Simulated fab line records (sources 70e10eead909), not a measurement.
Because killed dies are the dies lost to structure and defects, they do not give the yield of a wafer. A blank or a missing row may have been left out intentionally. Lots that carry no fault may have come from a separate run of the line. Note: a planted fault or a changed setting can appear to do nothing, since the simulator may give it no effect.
fab line records	flow nandHarc
record: lots: 6	wafers: 18	lastDay: 23
route steps=1159 shown P_STI@77 END@1159
lots untouched by any fault: they come from a run of this same line in which no faults occurred
startH: start of the lot's first displayed wafer, in hours after the record's first day	waitH: hours since the lot's step before	" identical to the entry in the row above	L1.1+2: one row covering several wafers at once	- value missing, or start not given	* or withheld: withheld	< > ~ a bound
route shown NAME@n: names a module that has steps shown in the file, with the first one's number in the route	usual: average and standard deviation across the fault-free wafers	same: alike in all rows	chamber/n: place in a boat	sites: each site's reading	_std_site: standard deviation of those values	_edge_site: the outer-site mean with the inner-site mean subtracted	radiusMm: for every site, how far away it sits from the centre of the wafer	mask NAME#n: copy n	behind: tool/chamber where the wafer was last shaped	hold: what put the lot on hold/how long, in hours/how the hold closed	device: the n, p or np transistor that did not switch	end of line: tests of these same wafers at the route's end	for a step that has no rows: nothing shown but its recipe	killed: at the first sort, the dies lost to defects and structure; wafer yield is something else	map: a wafer's dies, marking killed ones x, the rest . and places with no die _
set.NAME: the run value of the setting; set.NAME@STEP: its run value at that earlier step	model.NAME: the simulator's own value behind a step, which no gauge read
lots seen at some steps along the route; tables by step, rows by wafer
services: a tool's chamber out of use, with start hour (startH, from the record's first day; less than 0 if before it), hours out, and reason
== steps ==
step: NHARC_P_STI_COAT_03
recipe: spinRpm: 2000	resistThkNm: 600
step: NHARC_P_STI_SOFTBAKE_04
recipe: tempC: 125	timeS: 70
step: NHARC_P_STI_EBR_05
step: NHARC_P_STI_EXPOSE_06
recipe: na: 0.55	targetCdNm: 200	doseMj: 37.69	maskId: P_STI
step: NHARC_P_STI_PEB_07
recipe: pebTempC: 128	pebTimeS: 80
step: NHARC_P_STI_DEVELOP_08
recipe: timeS: 50	devTempC: 22
step: NHARC_P_STI_CD_MEAS_09
recipe: targetCdNm: 200	landingEnergyEv: 500
usual: cdNm: 200.0/1.5
lot.wafer	tool	chamber	startH	waitH	cdNm
L340.1	cdSem-03	0	58.58	-	201.3
L340.3	"	0	"	"	198.5
L340.4	"	0	"	"	200.2
L346.1	cdSem-03	0	95.96	-	199.2
L346.4	"	0	"	"	199.7
L346.5	"	0	"	"	199.3
L347.2	cdSem-02	0	100.88	-	198.9
L347.5	"	0	"	"	197.0
L347.6	"	0	"	"	196.5
L352.3	cdSem-03	0	133.11	-	199.1
L352.5	"	0	"	"	201.3
L352.6	"	0	"	"	200.3
L354.3	cdSem-02	0	140.26	-	198.9
L354.5	"	0	"	"	202.6
L354.6	"	0	"	"	200.8
L355.4	cdSem-02	0	148.97	-	200.8
L355.5	"	0	"	"	201.2
L355.6	"	0	"	"	202.0
step: NHARC_P_STI_OVL_MEAS_10
usual: overlayXNm: 1/5.3	overlayYNm: 0/6.5
lot.wafer	tool	chamber	startH	waitH	overlayXNm	overlayYNm
L340.1	overlay-02	-	58.67	-	-3	11
L340.3	"	-	"	"	-3	11
L340.4	"	-	"	"	-3	11
L346.1	overlay-01	-	96.05	-	7	-1
L346.4	"	-	"	"	8	0
L346.5	"	-	"	"	7	-1
L347.2	overlay-01	-	100.97	-	11	7
L347.5	"	-	"	"	10	7
L347.6	"	-	"	"	11	7
L352.3	overlay-01	-	133.20	-	1	3
L352.5	"	-	"	"	1	3
L352.6	"	-	"	"	1	3
L354.3	overlay-02	-	140.34	-	-4	-2
L354.5	"	-	"	"	-4	-1
L354.6	"	-	"	"	-4	-2
L355.4	overlay-01	-	149.05	-	5	-2
L355.5	"	-	"	"	5	-3
L355.6	"	-	"	"	5	-2
step: NHARC_P_STI_INSPECT_11
usual: rawDefectCount: 5.8/2.6
lot.wafer	tool	chamber	startH	waitH	rawDefectCount
L340.1	defectInspect-02	-	58.71	0.0	4
L340.3	"	-	"	"	6
L340.4	"	-	"	"	6
L346.1	defectInspect-02	-	96.09	0.0	5
L346.4	"	-	"	"	6
L346.5	"	-	"	"	5
L347.2	defectInspect-01	-	101.01	0.0	10
L347.5	"	-	"	"	11
L347.6	"	-	"	"	15
L352.3	defectInspect-01	-	133.23	0.0	11
L352.5	"	-	"	"	8
L352.6	"	-	"	"	7
L354.3	defectInspect-02	-	140.38	0.0	9
L354.5	"	-	"	"	11
L354.6	"	-	"	"	5
L355.4	defectInspect-01	-	149.09	0.0	7
L355.5	"	-	"	"	4
L355.6	"	-	"	"	4
step: NHARC_P_STI_HARDBAKE_13
recipe: tempC: 118	timeS: 65
step: NHARC_P_STI_DESCUM_14
recipe: timeS: 3	o2FlowSccm: 200	arFlowSccm: 0	biasPowerW: 0	chemistry: O2
usual: drypumpMotorCurrentA: 5.7/0.31	oesProductAu: 1.001/0.0072	rfVppV: 57.9/0.82	showerheadPlenumPTorr: 1.95/0.072	throttleValvePct: 11.311/0.0095
lot.wafer	tool	chamber	startH	waitH	drypumpMotorCurrentA	oesProductAu	rfHoursCounterH	rfVppV	showerheadPlenumPTorr	throttleValvePct
L340.4	rieDiel-03	3	58.85	-	5.5	1.011	0.5	57.3	1.93	11.320
L340.1	"	0	"	"	5.5	1.012	0.5	58.2	2.02	11.310
L340.3	"	1	"	"	5.4	1.001	0.5	57.4	2.02	11.321
L346.4	rieDiel-12	1	96.25	-	5.6	0.995	3.3	58.2	1.84	11.324
L346.1	"	2	"	"	5.9	1.002	4.1	58.5	2.06	11.320
L346.5	"	0	"	"	6.1	1.001	-	58.1	1.93	11.328
L347.2	rieDiel-03	3	101.15	-	5.5	0.995	1.7	59.0	1.93	11.315
L347.6	"	2	"	"	5.7	0.982	-	57.8	2.04	11.305
L347.5	"	3	"	"	5.5	0.998	-	56.6	1.93	11.314
L352.3	rieDiel-12	2	133.39	-	5.9	0.989	6.3	58.8	2.06	11.320
L352.5	"	3	"	"	5.9	1.001	-	58.3	1.88	11.310
L352.6	"	0	"	"	6.1	1.010	-	57.9	1.93	11.312
L354.3	rieDiel-08	0	140.54	-	5.2	0.992	0.4	58.0	2.02	11.324
L354.5	"	1	"	"	5.1	0.992	-	58.8	1.96	11.311
L354.6	"	2	"	"	5.2	0.990	-	57.9	1.93	11.314
L355.4	rieDiel-03	0	149.22	-	5.5	0.999	3.4	59.3	2.01	11.320
L355.6	"	0	"	"	5.5	0.997	-	57.7	2.01	11.318
L355.5	"	1	"	"	5.5	1.006	-	58.0	2.02	11.323
step: NHARC_P_STI_ETCH_42
recipe: targetDepthA: 800	overetchA: 240	timeS: 61	ionEnergyEv: 200	n2FlowSccm: 150	h2FlowSccm: 150	arFlowSccm: 0	rfW: 400	biasW: 150	chemistry: N2/H2
usual: biasW: 150.1/0.47	chamberPressureMTorr: 30.002/0.026	drypumpMotorCurrentA: 5.7/0.3	oesProductAu: 1.000/0.0077	rfVppV: 431.6/2.4	showerheadPlenumPTorr: 2.09/0.083	throttleValvePct: 14.170/0.0096
lot.wafer	tool	chamber	startH	waitH	biasW	chamberPressureMTorr	drypumpMotorCurrentA	oesProductAu	rfHoursCounterH	rfVppV	showerheadPlenumPTorr	throttleValvePct
L340.4	rieDiel-03	1	58.92	0.1	150.1	30.013	5.5	0.994	0.5	432.0	2.15	14.174
L340.1	"	2	"	"	150.7	30.022	5.7	1.001	0.5	435.1	2.18	14.171
L340.3	"	0	"	"	150.6	29.996	5.5	1.011	0.5	433.2	2.15	14.177
L346.4	rieDiel-12	1	96.31	0.1	150.4	30.061	5.6	1.004	3.3	428.5	1.96	14.148
L346.1	"	3	"	"	150.6	29.967	5.9	0.994	4.4	430.3	2.01	14.190
L346.5	"	2	"	"	150.1	29.986	5.9	1.004	-	434.1	2.20	14.156
L347.2	rieDiel-03	2	101.24	0.1	150.6	30.036	5.7	1.003	2.0	434.3	2.18	14.175
L347.6	"	3	"	"	150.1	29.968	5.5	1.010	-	431.1	2.06	14.175
L347.5	"	0	"	"	151.3	29.992	5.5	0.996	-	433.5	2.15	14.171
L352.3	rieDiel-12	0	133.46	0.1	150.0	30.030	6.1	1.009	5.6	432.2	2.06	14.161
L352.5	"	2	"	"	150.7	29.973	5.9	1.005	-	433.1	2.20	14.169
L352.6	"	3	"	"	148.8	30.008	5.8	1.001	-	429.4	2.01	14.170
L354.3	rieDiel-08	3	140.60	0.1	149.2	29.974	6.1	0.993	0.4	431.7	2.10	14.167
L354.6	"	2	"	"	150.8	30.041	5.3	0.995	-	432.0	2.06	14.170
L354.5	"	3	"	"	150.0	30.000	6.1	0.994	-	432.8	2.10	14.155
L355.4	rieDiel-03	3	149.32	0.1	149.8	29.953	5.5	0.999	3.2	430.2	2.06	14.177
L355.5	"	1	"	"	150.3	30.033	5.5	1.005	-	433.1	2.15	14.174
L355.6	"	2	"	"	149.9	29.961	5.8	0.999	-	433.2	2.18	14.164
step: NHARC_P_STI_ETCH_31
recipe: targetDepthA: 1089	timeS: 54.5	cf4FlowSccm: 100	chf3FlowSccm: 30	arFlowSccm: 0	rfW: 500	biasW: 200	chemistry: CF4/CHF3
usual: biasW: 199.9/0.61	cf4FlowSccm: 100.02/0.29	drypumpMotorCurrentA: 5.7/0.31	oesProductAu: 0.963/0.017	rfVppV: 371.6/2.1	showerheadPlenumPTorr: 1.60/0.058	throttleValvePct: 16.803/0.0081
lot.wafer	tool	chamber	startH	waitH	biasW	cf4FlowSccm	drypumpMotorCurrentA	oesProductAu	rfHoursCounterH	rfVppV	showerheadPlenumPTorr	throttleValvePct
L340.1	rieDiel-03	3	59.01	-	200.7	100.11	5.5	0.966	0.5	371.5	1.59	16.806
L340.3	"	0	"	"	199.1	99.95	5.4	0.975	0.5	374.7	1.65	16.804
L340.4	"	1	"	"	199.7	100.34	5.4	0.967	0.5	373.6	1.65	16.792
L346.4	rieDiel-12	3	96.40	-	-	-	-	-	-	-	-	-
L346.1	"	2	"	"	-	-	-	-	-	-	-	-
L346.5	"	3	"	"	-	-	-	-	-	-	-	-
L347.2	rieDiel-03	1	101.31	-	-	-	-	-	-	-	-	-
L347.6	"	0	"	"	-	-	-	-	-	-	-	-
L347.5	"	1	"	"	-	-	-	-	-	-	-	-
L352.3	rieDiel-12	0	133.55	-	199.6	100.38	6.2	0.960	5.7	371.4	1.59	16.800
L352.6	"	2	"	"	200.1	100.21	5.9	0.953	-	374.5	1.69	16.806
L352.5	"	3	"	"	200.7	99.45	5.8	0.944	-	367.8	1.55	16.788
L354.3	rieDiel-08	1	140.69	-	200.6	99.97	5.1	0.958	0.3	371.8	1.61	16.798
L354.6	"	0	"	"	200.3	99.72	5.2	0.976	-	373.3	1.66	16.795
L354.5	"	1	"	"	201.3	100.24	5.1	0.956	-	370.8	1.61	16.805
L355.4	rieDiel-03	2	149.40	-	199.6	99.64	5.7	0.921	3.5	373.8	1.67	16.805
L355.6	"	0	"	"	199.8	100.08	5.5	0.927	-	373.0	1.65	16.799
L355.5	"	1	"	"	199.6	100.39	5.4	0.928	-	372.3	1.65	16.798
step: NHARC_P_STI_ETCH_15
recipe: targetDepthA: 3000	taperDeg: 4	timeS: 100.1	hbrFlowSccm: 150	cl2FlowSccm: 50	rfW: 400	icpW: 400	biasW: 100	chemistry: HBr/Cl2
usual: biasW: 100.0/0.31	chamberPressureMTorr: 15.000/0.013	drypumpMotorCurrentA: 5.8/0.3	oesProductAu: 0.999/0.0084	throttleValvePct: 26.405/0.0092
lot.wafer	tool	chamber	startH	waitH	biasW	chamberPressureMTorr	drypumpMotorCurrentA	oesProductAu	rfHoursCounterH	throttleValvePct
L340.1	rieSi-03	3	59.13	-	99.9	15.009	5.7	0.994	0.5	26.403
L340.4	"	0	"	"	99.6	14.988	5.9	0.998	0.5	26.399
L340.3	"	1	"	"	99.5	14.999	6.3	0.999	0.4	26.404
L346.4	rieSi-03	1	96.50	-	99.9	14.999	6.2	0.998	0.6	26.421
L346.1	"	0	"	"	99.7	15.000	6.0	1.002	0.7	26.420
L346.5	"	2	"	"	99.5	14.987	6.2	0.998	-	26.385
L347.2	rieSi-05	2	101.46	-	100.1	14.995	5.3	0.992	0.1	26.406
L347.6	"	3	"	"	99.9	15.001	5.5	1.003	-	26.410
L347.5	"	0	"	"	100.0	15.006	5.8	1.009	-	26.415
L352.3	rieSi-05	1	133.69	-	100.2	15.017	6.0	0.995	0.5	26.399
L352.6	"	2	"	"	100.0	14.973	5.3	0.998	-	26.399
L352.5	"	3	"	"	100.4	14.991	5.4	1.013	-	26.399
L354.3	rieSi-02	3	140.79	-	99.9	15.008	5.3	0.998	0.7	26.396
L354.5	"	3	"	"	100.2	15.004	5.3	1.000	-	26.411
L354.6	"	0	"	"	99.5	14.970	5.9	1.003	-	26.407
L355.4	rieSi-02	1	149.50	-	99.8	14.998	6.0	1.003	1.0	26.411
L355.6	"	1	"	"	100.0	15.021	6.0	0.993	-	26.406
L355.5	"	2	"	"	99.6	14.999	5.8	1.016	-	26.396
step: NHARC_END_SORT_01
recipe: tempC: 25
usual: killedAtArray: 28/11	killedAtOther: 0.8/1.3	killedAtPeriphery: 3.6/2.5	killedDies: 32/11	killedOpen: 3.0/1.8	killedShort: 2.0/1.5
same: grossDies: 677
lot.wafer	tool	chamber	startH	waitH	killedAtArray	killedAtOther	killedAtPeriphery	killedDies	killedOpen	killedShort
L346.1	prober-02	0	508.52	2.5	29	1	647	677	1	2
L346.4	prober-02	0	510.91	3.4	29	0	648	677	5	2
L346.5	prober-02	0	511.71	3.7	30	0	647	677	3	2
L347.2	prober-01	0	509.49	2.8	19	1	657	677	1	1
L347.5	prober-01	0	511.89	3.7	31	1	645	677	4	1
L347.6	prober-01	0	512.69	4.0	18	0	659	677	3	0
L355.4	prober-02	0	550.16	3.4	51	3	6	60	5	1
L355.5	prober-02	0	550.97	3.7	39	1	7	47	2	2
L355.6	prober-02	0	551.78	4.0	48	3	2	53	5	1
killed by level:class
L346.1 P_STI:areaEtch=644 A_SLIT:chamberFilmFlake=16 A_WL_FILL:chamberFilmFlake=5 P_GATE:chamberFilmFlake=2 A_CHANNEL_HOLE_D1:chamberFilmFlake=2 A_CONTACT:chamberFilmFlake=2 A_SGD_CUT:geometricParticle:short=1 A_BLC:geometricParticle:open=1
L347.2 P_STI:areaEtch=654 A_CHANNEL_HOLE_D1:chamberFilmFlake=12 P_BONDPAD:chamberFilmFlake=2 A_STAIRCASE:chamberFilmFlake=2 A_WL_FILL:chamberFilmFlake=2 A_SGD_CUT:geometricParticle:open=1 A_WL_FILL:geometricParticle:short=1 P_M0:chamberFilmFlake=1
L346.4 P_STI:areaEtch=642 A_SLIT:chamberFilmFlake=14 A_CHANNEL_HOLE_D1:chamberFilmFlake=8 P_CONTACT:geometricParticle:open=2 P_BONDPAD:chamberFilmFlake=2 A_WL_FILL:chamberFilmFlake=2 P_CONTACT:geometricParticle:short=1 A_CHANNEL_HOLE_D1:geometricParticle:short=1
L346.5 P_STI:areaEtch=646 A_SLIT:chamberFilmFlake=13 A_CHANNEL_HOLE_D1:chamberFilmFlake=6 A_STAIRCASE:chamberFilmFlake=4 A_CONTACT:chamberFilmFlake=2 P_CONTACT:geometricParticle:open=1 A_CHANNEL_HOLE_D1:geometricParticle:open=1 A_CHANNEL_FILL_D1:geometricParticle:short=1
L347.5 P_STI:areaEtch=645 A_CHANNEL_HOLE_D1:chamberFilmFlake=15 A_STAIRCASE:chamberFilmFlake=5 A_CONTACT:chamberFilmFlake=4 A_WL_FILL:chamberFilmFlake=2 A_CHANNEL_FILL_D1:geometricParticle:short=1 A_WL_FILL:geometricParticle:open=1 A_CONTACT:geometricParticle:open=1
L347.6 P_STI:areaEtch=654 A_STAIRCASE:chamberFilmFlake=8 A_CHANNEL_HOLE_D1:chamberFilmFlake=6 A_WL_FILL:chamberFilmFlake=2 P_CONTACT:geometricParticle:open=1 P_M0:geometricParticle:open=1 A_WL_FILL:geometricParticle:open=1 P_STI:chamberFilmFlake=1
L355.4 A_CHANNEL_HOLE_D1:chamberFilmFlake=21 A_SLIT:chamberFilmFlake=19 A_CONTACT:chamberFilmFlake=4 P_GATE:chamberFilmFlake=3 THIN_TSV:chamberFilmFlake=3 A_BLC:geometricParticle:open=2 P_M2:chamberFilmFlake=2 P_CONTACT:geometricParticle:open=1
L355.5 A_SLIT:chamberFilmFlake=21 A_CHANNEL_HOLE_D1:chamberFilmFlake=13 P_GATE:chamberFilmFlake=4 A_CONTACT:chamberFilmFlake=3 P_GATE:geometricParticle:short=1 P_CONTACT:geometricParticle:short=1 P_M0:geometricParticle:open=1 A_WL_FILL:geometricParticle:open=1
L355.6 A_SLIT:chamberFilmFlake=21 A_CHANNEL_HOLE_D1:chamberFilmFlake=14 A_STAIRCASE:chamberFilmFlake=4 A_CONTACT:chamberFilmFlake=3 THIN_TSV:chamberFilmFlake=3 A_CONTACT:geometricParticle:open=2 P_M2:chamberFilmFlake=2 A_SOURCE_PLATE:geometricParticle:open=1
map L346.1 (x killed, . not)
____________x____________
_________xxxxxxx_________
_______xxxxxxxxxxx_______
______xxxxxxxxxxxxx______
_____xxxxxxxxxxxxxxx_____
____xxxxxxxxxxxxxxxxx____
____xxxxxxxxxxxxxxxxx____
___xxxxxxxxxxxxxxxxxxx___
___xxxxxxxxxxxxxxxxxxx___
__xxxxxxxxxxxxxxxxxxxxx__
__xxxxxxxxxxxxxxxxxxxxx__
_xxxxxxxxxxxxxxxxxxxxxxx_
_xxxxxxxxxxxxxxxxxxxxxxx_
_xxxxxxxxxxxxxxxxxxxxxxx_
_xxxxxxxxxxxxxxxxxxxxxxx_
_xxxxxxxxxxxxxxxxxxxxxxx_
xxxxxxxxxxxxxxxxxxxxxxxxx
xxxxxxxxxxxxxxxxxxxxxxxxx
xxxxxxxxxxxxxxxxxxxxxxxxx
xxxxxxxxxxxxxxxxxxxxxxxxx
xxxxxxxxxxxxxxxxxxxxxxxxx
_xxxxxxxxxxxxxxxxxxxxxxx_
_xxxxxxxxxxxxxxxxxxxxxxx_
_xxxxxxxxxxxxxxxxxxxxxxx_
_xxxxxxxxxxxxxxxxxxxxxxx_
_xxxxxxxxxxxxxxxxxxxxxxx_
__xxxxxxxxxxxxxxxxxxxxx__
__xxxxxxxxxxxxxxxxxxxxx__
___xxxxxxxxxxxxxxxxxxx___
___xxxxxxxxxxxxxxxxxxx___
____xxxxxxxxxxxxxxxxx____
____xxxxxxxxxxxxxxxxx____
_____xxxxxxxxxxxxxxx_____
______xxxxxxxxxxxxx______
_______xxxxxxxxxxx_______
_________xxxxxxx_________
____________x____________
map L347.2 (x killed, . not)
____________x____________
_________xxxxxxx_________
_______xxxxxxxxxxx_______
______xxxxxxxxxxxxx______
_____xxxxxxxxxxxxxxx_____
____xxxxxxxxxxxxxxxxx____
____xxxxxxxxxxxxxxxxx____
___xxxxxxxxxxxxxxxxxxx___
___xxxxxxxxxxxxxxxxxxx___
__xxxxxxxxxxxxxxxxxxxxx__
__xxxxxxxxxxxxxxxxxxxxx__
_xxxxxxxxxxxxxxxxxxxxxxx_
_xxxxxxxxxxxxxxxxxxxxxxx_
_xxxxxxxxxxxxxxxxxxxxxxx_
_xxxxxxxxxxxxxxxxxxxxxxx_
_xxxxxxxxxxxxxxxxxxxxxxx_
xxxxxxxxxxxxxxxxxxxxxxxxx
xxxxxxxxxxxxxxxxxxxxxxxxx
xxxxxxxxxxxxxxxxxxxxxxxxx
xxxxxxxxxxxxxxxxxxxxxxxxx
xxxxxxxxxxxxxxxxxxxxxxxxx
_xxxxxxxxxxxxxxxxxxxxxxx_
_xxxxxxxxxxxxxxxxxxxxxxx_
_xxxxxxxxxxxxxxxxxxxxxxx_
_xxxxxxxxxxxxxxxxxxxxxxx_
_xxxxxxxxxxxxxxxxxxxxxxx_
__xxxxxxxxxxxxxxxxxxxxx__
__xxxxxxxxxxxxxxxxxxxxx__
___xxxxxxxxxxxxxxxxxxx___
___xxxxxxxxxxxxxxxxxxx___
____xxxxxxxxxxxxxxxxx____
____xxxxxxxxxxxxxxxxx____
_____xxxxxxxxxxxxxxx_____
______xxxxxxxxxxxxx______
_______xxxxxxxxxxx_______
_________xxxxxxx_________
____________x____________
== services ==
tool	chamber	startH	hours	kind
rieDiel-03	-	38.30	9.0	pm
rieDiel-03	0	38.30	9.0	ventCycle
rieDiel-03	1	38.30	9.0	ventCycle
rieDiel-03	2	38.30	9.0	ventCycle
rieDiel-03	3	38.30	9.0	ventCycle
rieSi-02	0	43.50	3.6	repair
rieDiel-03	0	47.30	-	clean
rieDiel-03	1	47.30	-	clean
rieDiel-03	2	47.30	-	clean
rieDiel-03	3	47.30	-	clean
rieSi-03	0	59.94	1.0	repair
rieSi-05	-	62.00	9.0	pm
rieSi-02	2	66.19	20.1	repair
rieDiel-03	3	68.10	11.0	repair
rieDiel-03	0	71.80	-	clean
rieDiel-03	1	71.80	-	clean
rieDiel-03	2	71.80	-	clean
rieSi-02	3	79.11	3.8	repair
rieSi-02	0	80.57	2.1	repair
rieSi-05	2	91.03	4.1	repair
rieSi-05	-	96.17	0.6	repair
rieDiel-08	0	107.03	5.1	repair
rieDiel-08	-	124.80	9.0	pm
rieSi-03	3	128.02	2.3	repair
== key ==
firstSign: step: NHARC_P_STI_ETCH_31	reading: toolRecord	direction: missing
effect: step: NHARC_END_SORT_01	reading: killedAtPeriphery	direction: up	sigmas: 99+	usual: 3.6	struck: 650.5
moreKillsBornAt: NHARC_P_STI_ETCH_31@rieDiel-03: 1953	NHARC_P_STI_ETCH_31@rieDiel-12: 1932
metAt NHARC_P_STI_ETCH_31
struckWafers L346.1,L346.4,L346.5,L347.2,L347.5,L347.6
laterRowsLeftOut L346.1,L346.4,L346.5,L347.2,L347.5,L347.6
testerLeftOut L346,L347
onsetBetween 59.01 96.40
fault: kind: skippedStepWhole	tool: rieDiel-03,rieDiel-12	chamber: -	onsetH: 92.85	steps: NHARC_P_STI_ETCH_31	scope: struckLotsOnly
testerLeftOut: of these lots the tester's yield and bins aren't shown, on N5 and GAA mostly nor the transistor test; their killed dies are dies lost to structure and defects alone, not to doping, threshold or leakage, so they don't give the yield
laterRowsLeftOut: the simulator's readings of these wafers behind a module that went badly wrong aren't trusted and aren't shown, but for the sort
